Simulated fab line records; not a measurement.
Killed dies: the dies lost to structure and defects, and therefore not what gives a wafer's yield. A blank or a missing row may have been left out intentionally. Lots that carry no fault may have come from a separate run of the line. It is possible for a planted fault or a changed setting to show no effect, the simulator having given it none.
Chamber matching :: flow n5 finfet :: N5_GATE_CUT_PECVD_57 on pecvd-04 has 3 sister chambers
The step deposits SiNx from SiH4/NH3/N2, target thk 21 nm. 3 wafers are shown with their chamber, then 6 later ones without.

== EACH WAFER AND ITS CHAMBER ==
wafer: L474.3
chamber: 1
throttle valve pct (%): 39.5

wafer: L475.2
chamber: 0
throttle valve pct (%): 41.7

wafer: L475.4
chamber: 2
throttle valve pct (%): 35.3

== WAFERS MISSING THEIR CHAMBER ==
wafer: L475.5
throttle valve pct (%): 41.5

wafer: L477.2
throttle valve pct (%): 41.6

wafer: L477.3
throttle valve pct (%): 35.0

wafer: L477.5
throttle valve pct (%): 35.6

wafer: L476.4
throttle valve pct (%): 39.6

wafer: L476.6
throttle valve pct (%): 35.1

== WHICH CHAMBER EACH WENT THROUGH ==
wafer: L475.5
from the rows above: 0
in truth: 0

wafer: L477.2
from the rows above: 0
in truth: 0

wafer: L477.3
from the rows above: 2
in truth: 2

wafer: L477.5
from the rows above: 2
in truth: 2

wafer: L476.4
from the rows above: 1
in truth: 1

wafer: L476.6
from the rows above: 2
in truth: 2
Correct placement for 6 of the 6. Not placeable from these rows: 0. 0 placed wrongly.
How it was worked out, from the rows above alone: a wafer's distance from a chamber is the root of the sum, over the readings, of the square of ((its reading less the chamber's mean) divided by the reading's scatter). The wafer belongs to the nearest chamber; if the next one is less than 2 further off, it can't be placed. The mean given for a chamber averages the wafers shown for that chamber. The scatter: with one shown wafer a chamber, the root of the mean of the squares of how far each hidden wafer lies from its nearest shown one.
